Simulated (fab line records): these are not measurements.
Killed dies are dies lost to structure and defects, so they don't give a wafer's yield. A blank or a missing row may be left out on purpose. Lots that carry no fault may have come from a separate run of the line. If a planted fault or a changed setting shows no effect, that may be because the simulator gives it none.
A struck lot beside a sound one    flow nandHarc    15 steps out of a route of 1159
Sound: these wafers, L672.2, L672.4, L672.6. Wafers struck: L678.2, L678.5, L678.6. Last of all comes the cause.
Each step with rows lists, per side, the tool, then ch with its chambers, then its first start. Under that, the readings that differ: sound wafers    struck wafers    difference of the means    sigmas: that difference in standard deviations of wafers without a fault.
alike: same words and numbers on both sides, and readings whose means sit less than 2 such deviations apart. not compared: any withheld reading, any reading some wafer has no value for, any bound like >300 that may hide the same value, and any number with overlapping values for which the record gives no deviation.
The two part at a step that has a row with sigmas, a row that says differs or no value, or rows on one side only. When numbers do not overlap yet have no deviation, they are printed without sigmas and do not part them. A reading that every wafer of one side lacks parts them only if that side has two wafers or more.

first, 7 steps without rows for these wafers: NHARC_A_BONDPAD_COAT_33 (time 65 s); NHARC_A_BONDPAD_COAT_03 (resist thk 600 nm); NHARC_A_BONDPAD_SOFTBAKE_04 (time 70 s); NHARC_A_BONDPAD_EBR_05; NHARC_A_BONDPAD_EXPOSE_06 (exposes mask A BPAD); NHARC_A_BONDPAD_PEB_07 (peb time 80 s); NHARC_A_BONDPAD_DEVELOP_08 (time 50 s).
NHARC_A_BONDPAD_CD_MEAS_09: target cd 500 nm.
  sound on cdSem-03 ch 0, day 19 23:14; struck on cdSem-01 ch 0, day 22 08:34
  alike: cdNm
NHARC_A_BONDPAD_OVL_MEAS_35:
  struck on overlay-02, day 22 08:40; sound on overlay-02, day 19 23:19
  alike: overlayXNm, overlayYNm
then, 1 step without rows for these wafers: NHARC_A_BONDPAD_HARDBAKE_10 (time 65 s).
NHARC_A_BONDPAD_DESCUM_11: chemistry O2, time 3 s.
  sound on rieDiel-09 ch 1,2,3, day 19 23:26; struck on rieDiel-09 ch 0,1,2, day 22 08:48
  alike: drypumpMotorCurrentA, oesProductAu, rfVppV, showerheadPlenumPTorr, throttleValvePct
  not compared: rfHoursCounterH
NHARC_A_BONDPAD_ETCH_34: etches the open film in N2/H2, target depth 60 nm, overetch 18 nm, time 65.91 s.
  sound on rieDiel-09 ch 0,1,3, day 19 23:32; struck on rieDiel-09 ch 0,1, day 22 08:52
  alike: drypumpMotorCurrentA, oesProductAu, rfVppV, runLengthS, showerheadPlenumPTorr, throttleValvePct
  not compared: rfHoursCounterH
NHARC_A_BONDPAD_ETCH_12: etches the open film in CHF3/O2, target depth 220 nm, time 110 s.
  sound on rieDiel-09 ch 0,1,3, day 19 23:38; struck on rieDiel-09 ch 2,3, day 22 08:58
reading         sound              struck             difference  sigmas
runLengthS (s)  131.6 131.5 132.1  125.9 125.5 126.8  -5.7        -12
  alike: drypumpMotorCurrentA, oesProductAu, rfVppV, showerheadPlenumPTorr, throttleValvePct
  not compared: rfHoursCounterH
NHARC_A_BONDPAD_CD_MEAS_13:
  struck on cdSem-02, day 22 09:06; sound on cdSem-03, day 19 23:46
  alike: cdNm
NHARC_END_SORT_01:
  sound on prober-02 ch 0, day 21 17:53; struck on prober-02 ch 0, day 23 21:22
reading            sound  struck  difference  sigmas
killedAtPeriphery  4 1 1  6 8 5   +4          +2
  alike: defectLimitedYield, killedAtArray, killedAtOther, killedDies, killedOpen, killedShort, sort_bin_2_pct, sort_bin_3_pct, sort_bin_4_pct, sortNPass, sortRimYieldPct, sortYieldPct

== WHERE THEY PART ==
First at NHARC_A_BONDPAD_ETCH_12; last, within this record, at NHARC_END_SORT_01.

WHY: what the simulator had put in
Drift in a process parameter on rieDiel-09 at NHARC_A_BONDPAD_ETCH_12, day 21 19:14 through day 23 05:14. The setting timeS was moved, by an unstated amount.
